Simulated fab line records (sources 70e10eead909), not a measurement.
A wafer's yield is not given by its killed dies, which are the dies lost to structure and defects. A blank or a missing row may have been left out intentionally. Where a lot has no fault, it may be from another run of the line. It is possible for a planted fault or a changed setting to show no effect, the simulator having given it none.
Chamber matching | flow nand-harc | NHARC_A_CHANNEL_FILL_D2_ALD_16 on ald-hk-04 has 4 sister chambers
The step deposits SiO2, target thk 1.5 nm, pulse time 10 s, ald cycles 15. 8 wafers are shown with their chamber, then 9 later ones without.

WAFERS PAIRED WITH THEIR CHAMBERS
wafer  | chamber | heater-power-w (W) | heater-power-outer-w (W)
L077.1 | 2       | 482                | 277
L079.3 | 2       | 479                | 280
L080.5 | 1       | 426                | 253
L085.4 | 0       | 484                | 268
L085.6 | 3       | 406                | 239
L087.1 | 1       | 424                | 255
L087.3 | 3       | 412                | 237
L087.4 | 0       | 495                | 283

WAFERS MISSING THEIR CHAMBER
wafer  | heater-power-w (W) | heater-power-outer-w (W)
L089.2 | 429                | 259
L089.3 | 486                | 276
L089.6 | 409                | 235
L092.2 | 406                | 237
L092.3 | 470                | 290
L092.5 | 395                | 245
L093.1 | 430                | 260
L093.4 | 490                | 288
L093.5 | 426                | 260

THE CHAMBER EACH PASSED THROUGH
wafer  | from the rows above     | in truth
L089.2 | 1                       | 1
L089.3 | can't be placed: 0 or 2 | 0
L089.6 | 3                       | 3
L092.2 | 3                       | 3
L092.3 | can't be placed: 2 or 0 | 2
L092.5 | 3                       | 3
L093.1 | 1                       | 1
L093.4 | can't be placed: 0 or 2 | 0
L093.5 | 1                       | 1
Correct placement for 6 of the 9. Not placeable from these rows: 3 (in 3, the candidates include the true chamber). 0 placed wrongly.
How it was worked out, from the rows above alone: a wafer's distance from a chamber is the root of the sum, over the readings, of the square of ((its reading less the chamber's mean) divided by the reading's scatter). If the next closest chamber is less than 2 further off than the closest, the wafer can't be placed; otherwise it belongs to the closest. Each chamber's mean is taken over the wafers shown for it. How the scatter is found: for the shown wafers, subtract from each reading the mean of its chamber, square and add these, divide the total by (wafers less chambers), then take the root.
